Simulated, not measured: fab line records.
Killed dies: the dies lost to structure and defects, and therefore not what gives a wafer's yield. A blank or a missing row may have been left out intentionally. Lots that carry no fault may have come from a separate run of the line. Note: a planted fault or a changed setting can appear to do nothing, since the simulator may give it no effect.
fab line records / flow nand-harc
[record] lots = 14 wafers = 42 last-day = 33
route steps=1302 shown A_CONTACT@986 THIN_TSV@1271 END@1302
lots that met no fault: taken from a fault-free run of the same line
start-h: hours from the record's first day to the start of the lot's first wafer shown / wait-h: hours since the lot's step before / " identical to the entry in the row above / L1.1+2: a row that stands for several wafers / - value missing, or start not given / * or withheld: withheld / < > ~ a bound
route shown NAME@n: a module of which the file shows steps, and the number in the route of the first / usual: mean/standard deviation of fault-free wafers / same: alike in all rows / chamber/n: place in a boat / sites: each site's reading / _std_site: standard deviation of those values / _edge_site: the outer-site mean with the inner-site mean subtracted / radius-mm: for every site, how far away it sits from the centre of the wafer / mask NAME#n: copy n / behind: tool/chamber where the wafer was last shaped / hold: the reason the lot was held/the length of the hold in hours/how it ended / device: which transistor (n, p or np) failed to switch / end of line: the tests these same wafers got at the end of their route / where a step has no rows: the recipe by itself / killed: dies that structure and defects cost at the first sort, which is not the same as the wafer's yield / map: dies across one wafer; x = killed, . = not, _ = none there
set.NAME: the setting the step ran with; set.NAME@STEP: the setting that earlier step ran with / model.NAME: the simulator's own value behind a step, which no gauge read
route steps across a sampled set of lots; one table per step, one row per wafer
services: a tool's chamber out of use, with start hour (start-h, from the record's first day; less than 0 if before it), hours out, and reason
[[steps]]
[step NHARC_A_CONTACT_DEP_29]
[recipe] target-thk-a = 1000 target-thk-nm = 100 temp-c = 400 pressure-torr = 3.5 flow-sccm = 200 rf-w = 350 material = SiON
[usual] heater-power-w = 787/71
lot.wafer=L939.3 tool=pecvd-04 chamber=2 start-h=505.05 wait-h=2.2 heater-power-w=875
lot.wafer=L939.1 tool=pecvd-04 chamber=0 start-h=505.05 wait-h=2.2 heater-power-w=713
lot.wafer=L939.4 tool=pecvd-04 chamber=2 start-h=505.05 wait-h=2.2 heater-power-w=888
lot.wafer=L938.4 tool=pecvd-04 chamber=0 start-h=505.28 wait-h=1.7 heater-power-w=814
lot.wafer=L938.6 tool=pecvd-04 chamber=1 start-h=505.28 wait-h=1.7 heater-power-w=601
lot.wafer=L938.5 tool=pecvd-04 chamber=2 start-h=505.28 wait-h=1.7 heater-power-w=869
lot.wafer=L940.3 tool=pecvd-03 chamber=2 start-h=509.83 wait-h=2.2 heater-power-w=794
lot.wafer=L940.6 tool=pecvd-03 chamber=1 start-h=509.83 wait-h=2.2 heater-power-w=898
lot.wafer=L940.5 tool=pecvd-03 chamber=0 start-h=509.83 wait-h=2.2 heater-power-w=668
lot.wafer=L937.1 tool=pecvd-03 chamber=1 start-h=514.75 wait-h=3.6 heater-power-w=757
lot.wafer=L937.5 tool=pecvd-03 chamber=2 start-h=514.75 wait-h=3.6 heater-power-w=750
lot.wafer=L937.6 tool=pecvd-03 chamber=0 start-h=514.75 wait-h=3.6 heater-power-w=761
lot.wafer=L942.3 tool=pecvd-04 chamber=2 start-h=532.62 wait-h=2.2 heater-power-w=862
lot.wafer=L942.4 tool=pecvd-04 chamber=1 start-h=532.62 wait-h=2.2 heater-power-w=738
lot.wafer=L942.6 tool=pecvd-04 chamber=2 start-h=532.62 wait-h=2.2 heater-power-w=874
lot.wafer=L943.1 tool=pecvd-03 chamber=1 start-h=533.00 wait-h=3.5 heater-power-w=861
lot.wafer=L943.6 tool=pecvd-03 chamber=0 start-h=533.00 wait-h=3.5 heater-power-w=671
lot.wafer=L943.5 tool=pecvd-03 chamber=2 start-h=533.00 wait-h=3.5 heater-power-w=761
lot.wafer=L949.2 tool=pecvd-01 chamber=0 start-h=587.77 wait-h=2.8 heater-power-w=808
lot.wafer=L949.5 tool=pecvd-01 chamber=0 start-h=587.77 wait-h=2.8 heater-power-w=812
lot.wafer=L949.6 tool=pecvd-01 chamber=2 start-h=587.77 wait-h=2.8 heater-power-w=871
lot.wafer=L951.2 tool=pecvd-03 chamber=1 start-h=632.30 wait-h=2.9 heater-power-w=877
lot.wafer=L951.6 tool=pecvd-03 chamber=0 start-h=632.30 wait-h=2.9 heater-power-w=813
lot.wafer=L951.5 tool=pecvd-03 chamber=1 start-h=632.30 wait-h=2.9 heater-power-w=854
lot.wafer=L954.2 tool=pecvd-04 chamber=2 start-h=645.54 wait-h=2.9 heater-power-w=732
lot.wafer=L954.3 tool=pecvd-04 chamber=0 start-h=645.54 wait-h=2.9 heater-power-w=737
lot.wafer=L954.4 tool=pecvd-04 chamber=0 start-h=645.54 wait-h=2.9 heater-power-w=740
lot.wafer=L953.1 tool=pecvd-03 chamber=0 start-h=645.67 wait-h=3.6 heater-power-w=680
lot.wafer=L953.2 tool=pecvd-03 chamber=1 start-h=645.67 wait-h=3.6 heater-power-w=804
lot.wafer=L953.4 tool=pecvd-03 chamber=0 start-h=645.67 wait-h=3.6 heater-power-w=697
lot.wafer=L956.5 tool=pecvd-01 chamber=1 start-h=667.59 wait-h=0.8 heater-power-w=795
lot.wafer=L956.4 tool=pecvd-01 chamber=2 start-h=667.59 wait-h=0.8 heater-power-w=818
lot.wafer=L956.6 tool=pecvd-01 chamber=0 start-h=667.59 wait-h=0.8 heater-power-w=811
lot.wafer=L957.1 tool=pecvd-04 chamber=1 start-h=694.27 wait-h=3.6 heater-power-w=733
lot.wafer=L957.2 tool=pecvd-04 chamber=2 start-h=694.27 wait-h=3.6 heater-power-w=817
lot.wafer=L957.4 tool=pecvd-04 chamber=2 start-h=694.27 wait-h=3.6 heater-power-w=811
lot.wafer=L959.1 tool=pecvd-03 chamber=2 start-h=700.34 wait-h=3.5 heater-power-w=776
lot.wafer=L959.3 tool=pecvd-03 chamber=0 start-h=700.34 wait-h=3.5 heater-power-w=723
lot.wafer=L959.5 tool=pecvd-03 chamber=2 start-h=700.34 wait-h=3.5 heater-power-w=769
lot.wafer=L960.3 tool=pecvd-03 chamber=2 start-h=718.10 wait-h=2.2 heater-power-w=787
lot.wafer=L960.5 tool=pecvd-03 chamber=1 start-h=718.10 wait-h=2.2 heater-power-w=815
lot.wafer=L960.4 tool=pecvd-03 chamber=2 start-h=718.10 wait-h=2.2 heater-power-w=803
[step NHARC_THIN_TSV_PRE_CLEAN_50]
[recipe] time-s = 30 temp-c = 280 gas = H2/He
[usual] heater-power-w = 408/32
lot.wafer=L938.4 tool=pvd-sputter-03 chamber=- start-h=- wait-h=- heater-power-w=427
lot.wafer=L938.5 tool=pvd-sputter-03 chamber=- start-h=- wait-h=- heater-power-w=364
lot.wafer=L938.6 tool=pvd-sputter-03 chamber=- start-h=- wait-h=- heater-power-w=431
lot.wafer=L939.3 tool=pvd-sputter-01 chamber=- start-h=- wait-h=- heater-power-w=402
lot.wafer=L939.1 tool=pvd-sputter-01 chamber=- start-h=- wait-h=- heater-power-w=365
lot.wafer=L939.4 tool=pvd-sputter-01 chamber=- start-h=- wait-h=- heater-power-w=446
lot.wafer=L940.3 tool=pvd-sputter-02 chamber=- start-h=- wait-h=- heater-power-w=411
lot.wafer=L940.5 tool=pvd-sputter-02 chamber=- start-h=- wait-h=- heater-power-w=383
lot.wafer=L940.6 tool=pvd-sputter-02 chamber=- start-h=- wait-h=- heater-power-w=388
lot.wafer=L937.1 tool=pvd-sputter-01 chamber=- start-h=- wait-h=- heater-power-w=364
lot.wafer=L937.5 tool=pvd-sputter-01 chamber=- start-h=- wait-h=- heater-power-w=390
lot.wafer=L937.6 tool=pvd-sputter-01 chamber=- start-h=- wait-h=- heater-power-w=363
lot.wafer=L943.1 tool=pvd-sputter-02 chamber=- start-h=- wait-h=- heater-power-w=387
lot.wafer=L943.5 tool=pvd-sputter-02 chamber=- start-h=- wait-h=- heater-power-w=387
lot.wafer=L943.6 tool=pvd-sputter-02 chamber=- start-h=- wait-h=- heater-power-w=404
lot.wafer=L942.3 tool=pvd-sputter-02 chamber=- start-h=- wait-h=- heater-power-w=406
lot.wafer=L942.4 tool=pvd-sputter-02 chamber=- start-h=- wait-h=- heater-power-w=391
lot.wafer=L942.6 tool=pvd-sputter-02 chamber=- start-h=- wait-h=- heater-power-w=400
lot.wafer=L949.2 tool=pvd-sputter-01 chamber=- start-h=- wait-h=- heater-power-w=394
lot.wafer=L949.6 tool=pvd-sputter-01 chamber=- start-h=- wait-h=- heater-power-w=439
lot.wafer=L949.5 tool=pvd-sputter-01 chamber=- start-h=- wait-h=- heater-power-w=394
lot.wafer=L954.4 tool=pvd-sputter-03 chamber=- start-h=- wait-h=- heater-power-w=454
lot.wafer=L954.2 tool=pvd-sputter-03 chamber=- start-h=- wait-h=- heater-power-w=378
lot.wafer=L954.3 tool=pvd-sputter-03 chamber=- start-h=- wait-h=- heater-power-w=425
lot.wafer=L956.4 tool=pvd-sputter-01 chamber=- start-h=- wait-h=- heater-power-w=434
lot.wafer=L956.5 tool=pvd-sputter-01 chamber=- start-h=- wait-h=- heater-power-w=364
lot.wafer=L956.6 tool=pvd-sputter-01 chamber=- start-h=- wait-h=- heater-power-w=480
lot.wafer=L957.4 tool=pvd-sputter-01 chamber=- start-h=- wait-h=- heater-power-w=474
lot.wafer=L957.1 tool=pvd-sputter-01 chamber=- start-h=- wait-h=- heater-power-w=436
lot.wafer=L957.2 tool=pvd-sputter-01 chamber=- start-h=- wait-h=- heater-power-w=386
lot.wafer=L959.3 tool=pvd-sputter-02 chamber=- start-h=- wait-h=- heater-power-w=381
lot.wafer=L959.1 tool=pvd-sputter-02 chamber=- start-h=- wait-h=- heater-power-w=431
lot.wafer=L959.5 tool=pvd-sputter-02 chamber=- start-h=- wait-h=- heater-power-w=390
lot.wafer=L960.4 tool=pvd-sputter-03 chamber=- start-h=- wait-h=- heater-power-w=442
lot.wafer=L960.3 tool=pvd-sputter-03 chamber=- start-h=- wait-h=- heater-power-w=393
lot.wafer=L960.5 tool=pvd-sputter-03 chamber=- start-h=- wait-h=- heater-power-w=449
[step NHARC_THIN_TSV_ANNEAL_52]
[recipe] temp-c = 225 time-s = 90
[usual] anneal-temp-c = 225.05/0.17 wafer_temp_C_max = 225.8/0.42
lot.wafer=L938.4 tool=rtp-anneal-01 chamber=0 start-h=566.38 wait-h=0.6 anneal-temp-c=225.13 wafer_temp_C_max=226.0
lot.wafer=L938.5 tool=rtp-anneal-01 chamber=0 start-h=566.38 wait-h=0.6 anneal-temp-c=225.05 wafer_temp_C_max=225.9
lot.wafer=L938.6 tool=rtp-anneal-01 chamber=0 start-h=566.38 wait-h=0.6 anneal-temp-c=224.96 wafer_temp_C_max=226.5
lot.wafer=L939.1 tool=rtp-anneal-01 chamber=0 start-h=567.16 wait-h=0.7 anneal-temp-c=225.03 wafer_temp_C_max=226.8
lot.wafer=L939.3 tool=rtp-anneal-01 chamber=0 start-h=567.16 wait-h=0.7 anneal-temp-c=225.48 wafer_temp_C_max=226.2
lot.wafer=L939.4 tool=rtp-anneal-01 chamber=0 start-h=567.16 wait-h=0.7 anneal-temp-c=225.21 wafer_temp_C_max=226.5
lot.wafer=L940.3 tool=rtp-anneal-02 chamber=0 start-h=572.12 wait-h=0.4 anneal-temp-c=225.07 wafer_temp_C_max=225.4
lot.wafer=L940.5 tool=rtp-anneal-02 chamber=0 start-h=572.12 wait-h=0.4 anneal-temp-c=224.90 wafer_temp_C_max=225.3
lot.wafer=L940.6 tool=rtp-anneal-02 chamber=0 start-h=572.12 wait-h=0.4 anneal-temp-c=225.11 wafer_temp_C_max=225.4
lot.wafer=L937.1 tool=rtp-anneal-02 chamber=0 start-h=579.19 wait-h=0.6 anneal-temp-c=225.04 wafer_temp_C_max=225.2
lot.wafer=L937.5 tool=rtp-anneal-02 chamber=0 start-h=579.19 wait-h=0.6 anneal-temp-c=225.33 wafer_temp_C_max=225.3
lot.wafer=L937.6 tool=rtp-anneal-02 chamber=0 start-h=579.19 wait-h=0.6 anneal-temp-c=225.33 wafer_temp_C_max=225.2
lot.wafer=L943.1 tool=rtp-anneal-02 chamber=0 start-h=594.12 wait-h=0.6 anneal-temp-c=225.18 wafer_temp_C_max=225.7
lot.wafer=L943.5 tool=rtp-anneal-02 chamber=0 start-h=594.12 wait-h=0.6 anneal-temp-c=225.08 wafer_temp_C_max=225.4
lot.wafer=L943.6 tool=rtp-anneal-02 chamber=0 start-h=594.12 wait-h=0.6 anneal-temp-c=225.03 wafer_temp_C_max=225.3
lot.wafer=L942.3 tool=rtp-anneal-02 chamber=0 start-h=595.42 wait-h=0.5 anneal-temp-c=225.09 wafer_temp_C_max=225.8
lot.wafer=L942.4 tool=rtp-anneal-02 chamber=0 start-h=595.42 wait-h=0.5 anneal-temp-c=225.38 wafer_temp_C_max=225.7
lot.wafer=L942.6 tool=rtp-anneal-02 chamber=0 start-h=595.42 wait-h=0.5 anneal-temp-c=225.05 wafer_temp_C_max=225.6
lot.wafer=L949.2 tool=rtp-anneal-02 chamber=0 start-h=648.95 wait-h=0.6 anneal-temp-c=224.84 wafer_temp_C_max=225.6
lot.wafer=L949.5 tool=rtp-anneal-02 chamber=0 start-h=648.95 wait-h=0.6 anneal-temp-c=224.83 wafer_temp_C_max=225.2
lot.wafer=L949.6 tool=rtp-anneal-02 chamber=0 start-h=648.95 wait-h=0.6 anneal-temp-c=224.74 wafer_temp_C_max=225.6
lot.wafer=L954.2 tool=rtp-anneal-01 chamber=0 start-h=707.69 wait-h=0.7 anneal-temp-c=224.88 wafer_temp_C_max=226.1
lot.wafer=L954.3 tool=rtp-anneal-01 chamber=0 start-h=707.69 wait-h=0.7 anneal-temp-c=225.04 wafer_temp_C_max=226.4
lot.wafer=L954.4 tool=rtp-anneal-01 chamber=0 start-h=707.69 wait-h=0.7 anneal-temp-c=225.39 wafer_temp_C_max=226.3
lot.wafer=L956.4 tool=rtp-anneal-02 chamber=0 start-h=730.59 wait-h=0.5 anneal-temp-c=225.28 wafer_temp_C_max=225.4
lot.wafer=L956.5 tool=rtp-anneal-02 chamber=0 start-h=730.59 wait-h=0.5 anneal-temp-c=224.86 wafer_temp_C_max=225.3
lot.wafer=L956.6 tool=rtp-anneal-02 chamber=0 start-h=730.59 wait-h=0.5 anneal-temp-c=225.23 wafer_temp_C_max=225.3
lot.wafer=L957.1 tool=rtp-anneal-01 chamber=0 start-h=754.73 wait-h=0.9 anneal-temp-c=224.90 wafer_temp_C_max=225.7
lot.wafer=L957.2 tool=rtp-anneal-01 chamber=0 start-h=754.73 wait-h=0.9 anneal-temp-c=224.59 wafer_temp_C_max=226.2
lot.wafer=L957.4 tool=rtp-anneal-01 chamber=0 start-h=754.73 wait-h=0.9 anneal-temp-c=224.99 wafer_temp_C_max=227.0
lot.wafer=L959.1 tool=rtp-anneal-01 chamber=0 start-h=763.75 wait-h=0.6 anneal-temp-c=224.94 wafer_temp_C_max=225.6
lot.wafer=L959.3 tool=rtp-anneal-01 chamber=0 start-h=763.75 wait-h=0.6 anneal-temp-c=224.95 wafer_temp_C_max=226.5
lot.wafer=L959.5 tool=rtp-anneal-01 chamber=0 start-h=763.75 wait-h=0.6 anneal-temp-c=224.96 wafer_temp_C_max=226.3
lot.wafer=L960.3 tool=rtp-anneal-01 chamber=0 start-h=776.29 wait-h=0.4 anneal-temp-c=224.95 wafer_temp_C_max=226.5
lot.wafer=L960.4 tool=rtp-anneal-01 chamber=0 start-h=776.29 wait-h=0.4 anneal-temp-c=224.88 wafer_temp_C_max=225.9
lot.wafer=L960.5 tool=rtp-anneal-01 chamber=0 start-h=776.29 wait-h=0.4 anneal-temp-c=224.89 wafer_temp_C_max=226.3
[step NHARC_THIN_TSV_CMP_21]
[recipe] t-overpolish-s = 30 target-thk-nm = 2000
[usual] motor-current-A = 11.8/1.3 overpolish-run-s = 30.000/0.0088 retaining-ring-pressure-frac = 1.000/0.0056
lot.wafer=L938.4 tool=cmp-01 chamber=3 start-h=566.65 wait-h=- motor-current-A=10.8 overpolish-run-s=30.003 retaining-ring-pressure-frac=1.001
lot.wafer=L938.6 tool=cmp-01 chamber=0 start-h=566.65 wait-h=- motor-current-A=12.6 overpolish-run-s=30.001 retaining-ring-pressure-frac=1.001
lot.wafer=L938.5 tool=cmp-01 chamber=1 start-h=566.65 wait-h=- motor-current-A=11.9 overpolish-run-s=29.991 retaining-ring-pressure-frac=0.985
lot.wafer=L939.3 tool=cmp-03 chamber=2 start-h=567.50 wait-h=- motor-current-A=12.7 overpolish-run-s=30.010 retaining-ring-pressure-frac=0.995
lot.wafer=L939.4 tool=cmp-03 chamber=0 start-h=567.50 wait-h=- motor-current-A=13.1 overpolish-run-s=29.993 retaining-ring-pressure-frac=0.998
lot.wafer=L939.1 tool=cmp-03 chamber=1 start-h=567.50 wait-h=- motor-current-A=11.0 overpolish-run-s=30.010 retaining-ring-pressure-frac=1.009
lot.wafer=L940.3 tool=cmp-03 chamber=1 start-h=572.45 wait-h=- motor-current-A=10.8 overpolish-run-s=30.007 retaining-ring-pressure-frac=0.989
lot.wafer=L940.5 tool=cmp-03 chamber=2 start-h=572.45 wait-h=- motor-current-A=12.1 overpolish-run-s=30.013 retaining-ring-pressure-frac=1.010
lot.wafer=L940.6 tool=cmp-03 chamber=3 start-h=572.45 wait-h=- motor-current-A=9.6 overpolish-run-s=29.994 retaining-ring-pressure-frac=0.997
lot.wafer=L937.1 tool=cmp-03 chamber=2 start-h=579.54 wait-h=- motor-current-A=12.6 overpolish-run-s=29.993 retaining-ring-pressure-frac=0.998
lot.wafer=L937.6 tool=cmp-03 chamber=2 start-h=579.54 wait-h=- motor-current-A=13.0 overpolish-run-s=30.003 retaining-ring-pressure-frac=0.997
lot.wafer=L937.5 tool=cmp-03 chamber=3 start-h=579.54 wait-h=- motor-current-A=9.1 overpolish-run-s=30.014 retaining-ring-pressure-frac=1.000
lot.wafer=L943.1 tool=cmp-02 chamber=0 start-h=594.50 wait-h=- motor-current-A=10.5 overpolish-run-s=29.984 retaining-ring-pressure-frac=1.005
lot.wafer=L943.5 tool=cmp-02 chamber=3 start-h=594.50 wait-h=- motor-current-A=13.2 overpolish-run-s=29.990 retaining-ring-pressure-frac=1.003
lot.wafer=L943.6 tool=cmp-02 chamber=0 start-h=594.50 wait-h=- motor-current-A=10.4 overpolish-run-s=30.005 retaining-ring-pressure-frac=0.998
lot.wafer=L942.4 tool=cmp-03 chamber=0 start-h=595.67 wait-h=- motor-current-A=13.4 overpolish-run-s=30.004 retaining-ring-pressure-frac=1.005
lot.wafer=L942.3 tool=cmp-03 chamber=3 start-h=595.67 wait-h=- motor-current-A=9.9 overpolish-run-s=29.995 retaining-ring-pressure-frac=1.004
lot.wafer=L942.6 tool=cmp-03 chamber=1 start-h=595.67 wait-h=- motor-current-A=10.8 overpolish-run-s=29.995 retaining-ring-pressure-frac=1.007
lot.wafer=L949.2 tool=cmp-02 chamber=2 start-h=649.38 wait-h=- motor-current-A=11.7 overpolish-run-s=29.994 retaining-ring-pressure-frac=1.011
lot.wafer=L949.5 tool=cmp-02 chamber=0 start-h=649.38 wait-h=- motor-current-A=10.7 overpolish-run-s=29.997 retaining-ring-pressure-frac=0.999
lot.wafer=L949.6 tool=cmp-02 chamber=1 start-h=649.38 wait-h=- motor-current-A=13.4 overpolish-run-s=29.988 retaining-ring-pressure-frac=0.998
lot.wafer=L954.4 tool=cmp-01 chamber=1 start-h=708.02 wait-h=- motor-current-A=11.1 overpolish-run-s=29.998 retaining-ring-pressure-frac=0.998
lot.wafer=L954.3 tool=cmp-01 chamber=2 start-h=708.02 wait-h=- motor-current-A=9.7 overpolish-run-s=30.001 retaining-ring-pressure-frac=1.000
lot.wafer=L954.2 tool=cmp-01 chamber=3 start-h=708.02 wait-h=- motor-current-A=11.1 overpolish-run-s=29.989 retaining-ring-pressure-frac=0.999
lot.wafer=L956.4 tool=cmp-03 chamber=0 start-h=730.80 wait-h=- motor-current-A=13.7 overpolish-run-s=30.006 retaining-ring-pressure-frac=1.001
lot.wafer=L956.6 tool=cmp-03 chamber=3 start-h=730.80 wait-h=- motor-current-A=9.8 overpolish-run-s=29.985 retaining-ring-pressure-frac=1.001
lot.wafer=L956.5 tool=cmp-03 chamber=0 start-h=730.80 wait-h=- motor-current-A=13.1 overpolish-run-s=30.014 retaining-ring-pressure-frac=1.001
lot.wafer=L957.2 tool=cmp-02 chamber=0 start-h=755.07 wait-h=- motor-current-A=10.5 overpolish-run-s=30.004 retaining-ring-pressure-frac=1.003
lot.wafer=L957.4 tool=cmp-02 chamber=2 start-h=755.07 wait-h=- motor-current-A=11.2 overpolish-run-s=30.007 retaining-ring-pressure-frac=1.000
lot.wafer=L957.1 tool=cmp-02 chamber=3 start-h=755.07 wait-h=- motor-current-A=13.1 overpolish-run-s=29.997 retaining-ring-pressure-frac=0.997
lot.wafer=L959.3 tool=cmp-02 chamber=0 start-h=764.13 wait-h=- motor-current-A=10.8 overpolish-run-s=29.994 retaining-ring-pressure-frac=1.008
lot.wafer=L959.1 tool=cmp-02 chamber=2 start-h=764.13 wait-h=- motor-current-A=11.9 overpolish-run-s=30.004 retaining-ring-pressure-frac=0.994
lot.wafer=L959.5 tool=cmp-02 chamber=3 start-h=764.13 wait-h=- motor-current-A=12.4 overpolish-run-s=29.987 retaining-ring-pressure-frac=0.993
lot.wafer=L960.4 tool=cmp-02 chamber=0 start-h=776.56 wait-h=- motor-current-A=10.9 overpolish-run-s=30.002 retaining-ring-pressure-frac=0.999
lot.wafer=L960.3 tool=cmp-02 chamber=1 start-h=776.56 wait-h=- motor-current-A=13.7 overpolish-run-s=30.003 retaining-ring-pressure-frac=0.992
lot.wafer=L960.5 tool=cmp-02 chamber=3 start-h=776.56 wait-h=- motor-current-A=12.6 overpolish-run-s=29.995 retaining-ring-pressure-frac=1.007
[step NHARC_END_SORT_01]
[recipe] temp-c = 25
[usual] killed-at-array = 58/20 killed-at-other = 1.0/1.2 killed-at-periphery = 4.1/3 killed-dies = 63/20 killed-open = 3.2/1.7 killed-short = 2.5/1.5
[same] gross-dies = 677
lot.wafer=L951.2 tool=prober-01 chamber=0 start-h=701.50 wait-h=2.8 killed-at-array=676 killed-at-other=0 killed-at-periphery=1 killed-dies=677 killed-open=3 killed-short=3
lot.wafer=L951.5 tool=prober-01 chamber=0 start-h=703.90 wait-h=3.7 killed-at-array=673 killed-at-other=1 killed-at-periphery=3 killed-dies=677 killed-open=4 killed-short=4
lot.wafer=L951.6 tool=prober-01 chamber=0 start-h=704.70 wait-h=4.0 killed-at-array=673 killed-at-other=2 killed-at-periphery=2 killed-dies=677 killed-open=3 killed-short=4
lot.wafer=L953.1 tool=prober-02 chamber=0 start-h=718.63 wait-h=2.5 killed-at-array=675 killed-at-other=1 killed-at-periphery=1 killed-dies=677 killed-open=4 killed-short=2
lot.wafer=L953.2 tool=prober-02 chamber=0 start-h=719.43 wait-h=2.8 killed-at-array=672 killed-at-other=4 killed-at-periphery=1 killed-dies=677 killed-open=2 killed-short=1
lot.wafer=L953.4 tool=prober-02 chamber=0 start-h=721.02 wait-h=3.4 killed-at-array=671 killed-at-other=0 killed-at-periphery=6 killed-dies=677 killed-open=2 killed-short=2
// killed by level:class
L951.2 A_CONTACT:area-dep=626 A_SLIT:chamber-film-flake=29 A_STAIRCASE:chamber-film-flake=7 A_CHANNEL_HOLE_D1:chamber-film-flake=6 A_CONTACT:chamber-film-flake=3 A_CHANNEL_FILL_D1:geometric-particle:short=2 P_M0:geometric-particle:open=1 A_ONON_D1:geometric-particle:open=1
L951.5 A_CONTACT:area-dep=615 A_SLIT:chamber-film-flake=34 A_CHANNEL_HOLE_D1:chamber-film-flake=10 A_STAIRCASE:chamber-film-flake=7 P_CONTACT:geometric-particle:open=1 P_M1:geometric-particle:open=1 A_ONON_D1:geometric-particle:short=1 A_DECK1_JOINT:geometric-particle:open=1
L951.6 A_CONTACT:area-dep=613 A_SLIT:chamber-film-flake=28 A_CHANNEL_HOLE_D1:chamber-film-flake=12 A_STAIRCASE:chamber-film-flake=5 A_CONTACT:chamber-film-flake=5 A_WL_FILL:chamber-film-flake=3 A_M0:geometric-particle:short=2 P_GATE:chamber-film-flake=2
L953.1 A_CONTACT:area-dep=620 A_CHANNEL_HOLE_D2:chamber-film-flake=27 A_CHANNEL_HOLE_D1:chamber-film-flake=11 A_CONTACT:chamber-film-flake=6 A_STAIRCASE:chamber-film-flake=5 A_ONON_D2:geometric-particle:open=2 P_GATE:geometric-particle:open=1 A_ONON_D1:geometric-particle:short=1
L953.2 A_CONTACT:area-dep=626 A_CHANNEL_HOLE_D2:chamber-film-flake=22 A_CHANNEL_HOLE_D1:chamber-film-flake=15 THIN_TSV:chamber-film-flake=4 A_CONTACT:chamber-film-flake=3 A_SLIT:chamber-film-flake=2 A_DECK1_JOINT:geometric-particle:short=1 A_SGD_CUT:geometric-particle:open=1
L953.4 A_CONTACT:area-dep=632 A_CHANNEL_HOLE_D2:chamber-film-flake=16 A_CHANNEL_HOLE_D1:chamber-film-flake=9 P_ZERO_WELL:chamber-film-flake=5 A_CONTACT:chamber-film-flake=3 A_STAIRCASE:chamber-film-flake=2 A_SLIT:chamber-film-flake=2 A_ONON_D1:geometric-particle:short=1
[[services]]
tool=cmp-02 chamber=- start-h=503.40 hours=3.3 kind=repair
tool=cmp-02 chamber=- start-h=523.55 hours=1.0 kind=repair
tool=cmp-02 chamber=- start-h=527.65 hours=4.0 kind=pm
tool=pvd-sputter-03 chamber=- start-h=533.81 hours=10.0 kind=pm
tool=pecvd-03 chamber=- start-h=547.16 hours=13.0 kind=pm
tool=cmp-03 chamber=- start-h=554.00 hours=4.0 kind=pm
tool=pvd-sputter-03 chamber=- start-h=558.79 hours=1.7 kind=repair
tool=pvd-sputter-01 chamber=- start-h=582.00 hours=10.0 kind=pm
tool=pvd-sputter-03 chamber=- start-h=599.04 hours=1.9 kind=repair
tool=cmp-02 chamber=- start-h=625.76 hours=4.0 kind=pm
tool=pecvd-04 chamber=- start-h=631.00 hours=13.0 kind=pm
tool=cmp-03 chamber=- start-h=634.39 hours=73.5 kind=repair
tool=pvd-sputter-02 chamber=- start-h=638.00 hours=10.0 kind=pm
tool=cmp-02 chamber=- start-h=651.62 hours=0.3 kind=repair
tool=pecvd-04 chamber=0 start-h=667.57 hours=7.7 kind=repair
tool=pecvd-03 chamber=1 start-h=697.70 hours=5.4 kind=repair
tool=cmp-02 chamber=- start-h=723.76 hours=4.0 kind=pm
tool=pvd-sputter-02 chamber=- start-h=725.26 hours=8.4 kind=repair
tool=pecvd-03 chamber=- start-h=728.18 hours=13.0 kind=pm
tool=rtp-anneal-02 chamber=- start-h=744.00 hours=12.0 kind=pm
tool=pvd-sputter-01 chamber=- start-h=756.98 hours=2.0 kind=repair
tool=cmp-03 chamber=- start-h=757.09 hours=1.2 kind=repair
tool=pvd-sputter-01 chamber=- start-h=760.00 hours=10.0 kind=pm
tool=cmp-03 chamber=- start-h=771.94 hours=1.6 kind=repair
[[key]]
[first-sign] step = NHARC_END_SORT_01 reading = killed-dies direction = up sigmas = 31 usual = 63 struck = 677
[effect] step = NHARC_END_SORT_01 reading = killed-at-array direction = up sigmas = 31 usual = 58 struck = 673
[more-kills-born-at] NHARC_A_CONTACT_DEP_29@pecvd-03 = 3732
met-at NHARC_A_CONTACT_DEP_29
struck-lots L951,L953
later-rows-left-out L951.2,L951.5,L951.6,L953.1,L953.2,L953.4
tester-left-out L951,L953
not-acting-at NHARC_THIN_TSV_PRE_CLEAN_50,NHARC_THIN_TSV_ANNEAL_52,NHARC_THIN_TSV_CMP_21
onset-between 533.00 632.30
[fault] kind = process-parameter-drift tool = pecvd-03 chamber = - onset-h = 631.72 steps = NHARC_A_CONTACT_DEP_29 channel = target-thk-nm offset = 50.334 shape = step end-h = 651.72 acts-in = these-recipes-only stated = 100
// tester-left-out: of these lots the tester's yield and bins aren't shown, on N5 and GAA mostly nor the transistor test; their killed dies are dies lost to structure and defects alone, not to doping, threshold or leakage, so they don't give the yield
// later-rows-left-out: the simulator's readings of these wafers behind a module that went badly wrong aren't trusted and aren't shown, but for the sort
